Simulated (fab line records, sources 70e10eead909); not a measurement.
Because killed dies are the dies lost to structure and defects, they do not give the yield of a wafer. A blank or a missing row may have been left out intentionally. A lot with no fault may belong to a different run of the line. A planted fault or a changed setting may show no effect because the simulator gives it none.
Which tool is to blame? ; flow nand-harc ; 36 wafers from 12 lots sampled at 7 of the route's 1302 steps

== WHAT EACH GAUGE READ, for each wafer ==
NHARC_P_START_INSPECT_01.
lot;measured;on;raw-defect-count
L444;day 1 20:02;defect-inspect-01;3 2 7
L445;day 2 06:02;defect-inspect-02;1 5 7
L446;day 2 16:02;defect-inspect-02;2 6 4
L448;day 3 12:02;defect-inspect-02;2 1 6
L450;day 4 08:02;defect-inspect-01;3 8 3
L451;day 4 18:02;defect-inspect-01;1 5 1
L453;day 5 14:03;defect-inspect-01;3 5 2
L454;day 6 00:02;defect-inspect-01;4 10 5
L455;day 6 10:02;defect-inspect-02;0 2 0
L464;day 10 04:02;defect-inspect-02;1 3 7
L465;day 10 14:02;defect-inspect-02;11 4 4
L466;day 11 00:02;defect-inspect-02;5 3 1

NHARC_P_ZERO_WELL_CD_MEAS_11: target cd 500 nm.
lot;measured;on;cd-nm (nm)
L444;day 1 21:15;cd-sem-02;499.8 500.8 501.1
L445;day 2 07:14;cd-sem-01;498.3 499.2 499.1
L446;day 2 17:14;cd-sem-03;499.8 498.5 498.6
L448;day 3 13:15;cd-sem-01;498.7 499.5 500.2
L450;day 4 09:15;cd-sem-02;500.7 498.9 501.0
L451;day 4 19:14;cd-sem-03;500.6 500.3 502.1
L453;day 5 15:07;cd-sem-02;500.8 500.8 498.7
L454;day 6 01:07;cd-sem-03;500.7 500.9 501.9
L455;day 6 11:32;cd-sem-01;497.8 500.6 498.1
L464;day 10 05:14;cd-sem-03;501.2 499.4 502.2
L465;day 10 15:07;cd-sem-02;500.3 499.8 499.9
L466;day 11 01:14;cd-sem-03;498.1 498.1 496.8

NHARC_P_ZERO_WELL_CD_MEAS_24: target cd 720 nm.
lot;measured;on;cd-nm (nm)
L444;day 1 22:35;cd-sem-01;720.7 719.6 719.0
L445;day 2 08:28;cd-sem-01;722.1 721.0 722.3
L446;day 2 19:08;cd-sem-01;721.9 722.8 719.9
L448;day 3 14:31;cd-sem-03;720.6 719.3 720.4
L450;day 4 10:30;cd-sem-02;721.7 719.2 720.4
L451;day 4 20:28;cd-sem-01;720.3 720.7 721.3
L453;day 5 16:20;cd-sem-01;720.6 720.0 721.1
L454;day 6 02:32;cd-sem-01;720.9 720.1 722.7
L455;day 6 13:02;cd-sem-01;719.2 718.5 719.7
L464;day 10 06:37;cd-sem-03;721.8 721.3 719.9
L465;day 10 16:31;cd-sem-01;719.1 718.9 717.3
L466;day 11 02:35;cd-sem-01;719.8 720.1 721.1

NHARC_P_STI_CD_MEAS_09: target cd 200 nm.
lot;measured;on;cd-nm (nm)
L444;day 2 23:00;cd-sem-01;198.1 198.8 200.6
L445;day 3 07:37;cd-sem-01;199.6 200.3 198.5
L446;day 3 16:50;cd-sem-02;201.5 201.9 199.9
L448;day 4 10:55;cd-sem-01;199.8 198.7 199.7
L450;day 5 06:55;cd-sem-03;197.1 200.9 198.8
L451;day 5 18:29;cd-sem-01;201.9 203.1 201.7
L453;day 6 15:28;cd-sem-03;198.2 199.4 197.8
L454;day 7 04:26;cd-sem-03;214.6 215.2 214.5
L455;day 7 13:49;cd-sem-03;200.9 199.2 200.5
L464;day 11 06:17;cd-sem-02;203.9 201.2 201.9
L465;day 11 12:08;cd-sem-03;197.0 197.4 196.7
L466;day 12 00:43;cd-sem-02;202.6 203.4 202.9

NHARC_P_STI_OCD_MEAS_17.
lot;measured;on;trench-depth-nm (nm);trench-foot-cd-nm (nm)
L444;day 2 23:47;ocd-01;300 300 298;156.0 157.0 159.0
L445;day 3 08:25;ocd-01;301 299 302;157.9 158.1 156.4
L446;day 3 17:37;ocd-01;301 303 304;159.7 160.4 157.4
L448;day 4 11:42;ocd-02;302 303 305;157.6 156.0 157.1
L450;day 5 07:42;ocd-01;299 301 300;155.4 158.7 156.8
L451;day 5 19:17;ocd-01;309 309 306;158.7 159.8 159.7
L453;day 6 16:14;ocd-01;296 295 300;157.7 158.3 156.2
L454;day 7 05:13;ocd-01;295 295 299;173.4 174.0 172.6
L455;day 7 14:36;ocd-01;306 298 303;158.0 158.0 158.8
L464;day 11 07:04;ocd-01;297 295 300;162.0 159.9 160.0
L465;day 11 12:58;ocd-02;295 304 298;155.8 155.0 154.6
L466;day 12 01:30;ocd-01;300 305 306;160.1 161.0 160.1

NHARC_END_SORT_01.
lot;measured;on;killed-at-array;killed-at-other;killed-at-periphery;killed-dies;killed-open;killed-short
L444;day 24 13:49;prober-02;8 19 17;0 1 1;4 3 6;12 23 24;3 2 3;1 3 3
L445;day 24 13:50;prober-01;64 67 49;1 1 0;5 6 7;70 74 56;4 4 6;0 0 2
L446;day 25 01:04;prober-01;29 31 35;0 0 0;4 2 7;33 33 42;4 3 4;2 3 3
L448;day 26 07:30;prober-01;89 78 68;0 0 0;0 4 1;89 82 69;1 3 0;5 4 2
L450;day 26 05:54;prober-02;59 64 48;0 0 0;3 2 2;62 66 50;6 6 5;4 1 1
L451;day 27 22:08;prober-01;58 70 59;1 2 0;4 4 2;63 76 61;4 4 0;1 4 2
L453;day 27 21:23;prober-02;51 53 61;1 2 2;2 6 1;54 61 64;6 4 3;2 5 7
L454;day 29 09:41;prober-01;73 77 61;2 0 1;6 5 1;81 82 63;4 3 3;5 4 1
L455;day 29 09:43;prober-02;66 58 57;0 0 0;5 9 5;71 67 62;3 0 7;2 6 0
L464;day 33 12:43;prober-01;46 60 47;1 0 0;4 2 3;51 62 50;1 3 4;1 2 3
L465;day 33 06:34;prober-01;51 63 60;2 0 2;4 6 2;57 69 64;4 2 2;1 3 3
L466;day 33 04:46;prober-02;40 51 52;1 2 0;4 2 2;45 55 54;3 3 5;3 2 2

== WHAT TOOL EACH LOT RAN ON (gives the tool, then ch and the chambers of the sampled wafers, and finally the start) ==
lot;NHARC_P_STI_EXPOSE_06
L444;krf-scanner-03 ch 0, day 2 22:51
L445;krf-scanner-02 ch 0, day 3 07:28
L446;krf-scanner-02 ch 0, day 3 16:41
L448;krf-scanner-03 ch 0, day 4 10:46
L450;krf-scanner-02 ch 0, day 5 06:46
L451;krf-scanner-03 ch 0, day 5 18:20
L453;krf-scanner-04 ch 0, day 6 15:19
L454;krf-scanner-03 ch 0, day 7 04:17
L455;krf-scanner-03 ch 0, day 7 13:40
L464;krf-scanner-04 ch 0, day 11 06:08
L465;krf-scanner-03 ch 0, day 11 11:59
L466;krf-scanner-04 ch 0, day 12 00:34
- NHARC_P_STI_EXPOSE_06: exposes mask P STI, target cd 200 nm.

== AS READ BY THE TOOLS THEMSELVES (means over the sampled wafers that have a number; for cases with no such wafer, the mark the record gives instead) ==
NHARC_P_STI_EXPOSE_06.
lot;tool;focus-offset-nm (nm)
L444;krf-scanner-03;0.3
L445;krf-scanner-02;-0.5
L446;krf-scanner-02;0.2
L448;krf-scanner-03;0.2
L450;krf-scanner-02;-0.3
L451;krf-scanner-03;-0.1
L453;krf-scanner-04;-0.1
L454;krf-scanner-03;0.6
L455;krf-scanner-03;-0.2
L464;krf-scanner-04;-0.6
L465;krf-scanner-03;0.2
L466;krf-scanner-04;-0.5

== THE ANSWER, worked out from the rows above alone ==
Rule: the lots themselves supply what counts as usual. Put in order of their means at a reading, lots are off if they are a third of the lots or fewer, leave a main group of 4 or more, and stand apart from it by a gap of 3 or more times the standard deviation of the main group's means; of several such gaps the widest counts. If all means in a main group match to the digits the tables above print for the reading, that group is not used. A lot without any number at a reading at which 4 lots or more have one is off too. All remaining lots with rows at the step are treated as sound. First the gauges in route order, then the tools' own readings, where a lot's mean is used as printed above. The first step at which some lot is off is used, and at that step the reading that is off furthest; a lot without a number counts as furthest.
Off: L454, at NHARC_P_STI_CD_MEAS_09 (cd-nm). Mean 200.1 nm and standard deviation 1.8 in the main group.
A tool fits if, at a process step before that reading, it ran every lot that is off, and no sound lot after the first of them. Not tried: the gauges at NHARC_P_STI_CD_MEAS_09; whatever is off there is also off at NHARC_P_STI_OCD_MEAS_17, on other tools, and gauge error can't account for it. Of those tried, none fits.

== WHAT WAS PUT IN BY THE SIMULATOR ==
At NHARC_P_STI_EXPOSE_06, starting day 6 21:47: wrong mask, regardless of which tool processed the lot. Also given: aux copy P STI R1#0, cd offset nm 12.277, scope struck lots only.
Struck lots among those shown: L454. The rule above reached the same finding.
